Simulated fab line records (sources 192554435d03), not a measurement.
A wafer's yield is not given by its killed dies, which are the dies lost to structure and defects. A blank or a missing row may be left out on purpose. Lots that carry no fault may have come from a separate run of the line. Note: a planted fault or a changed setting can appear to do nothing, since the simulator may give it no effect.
Chamber matching ; flow n5_finfet ; N5_FIN_SAQP_ETCH_67 on rie_diel-03 has 4 sister chambers
The step etches SiNx in CH3F/O2, target depth 30 nm. 8 wafers are shown with their chamber, then 10 later ones without.

EACH WAFER AND ITS CHAMBER
wafer;chamber;drypump_motor_current_A (A);throttle_valve_pct (%)
L078.2;0;6.2;16.46
L085.2;2;5.4;16.37
L085.5;1;6.3;16.38
L089.4;0;6.3;16.51
L089.5;2;5.5;16.39
L089.6;3;5.9;16.15
L092.1;3;5.9;16.15
L092.2;1;6.3;16.39

WAFERS WHOSE CHAMBER IS MISSING
wafer;drypump_motor_current_A (A);throttle_valve_pct (%)
L092.6;5.5;16.40
L093.1;5.4;16.41
L093.4;6.4;16.38
L093.5;5.9;16.16
L094.1;5.5;16.42
L094.5;6.3;16.41
L094.6;5.5;16.40
L096.2;5.9;16.18
L096.3;5.5;16.44
L096.5;6.3;16.51

EACH ONE'S CHAMBER
wafer;from the rows above;in truth
L092.6;2;2
L093.1;2;2
L093.4;1;1
L093.5;3;3
L094.1;2;2
L094.5;1;1
L094.6;2;2
L096.2;3;3
L096.3;2;2
L096.5;0;0
Placed correctly: 10 of 10. Can't be placed from these rows: 0. Placed wrongly: 0.
How it was worked out, from the rows above alone: a wafer's distance from a chamber is the root of the sum, over the readings, of the square of ((its reading less the chamber's mean) divided by the reading's scatter). The wafer belongs to the nearest chamber; if the next one is less than 2 further off, it can't be placed. For every chamber, the mean is computed from those of its wafers that are shown. The scatter: the root of (the sum of the squares of (reading less its chamber's mean) over the shown wafers, divided by (wafers less chambers)).
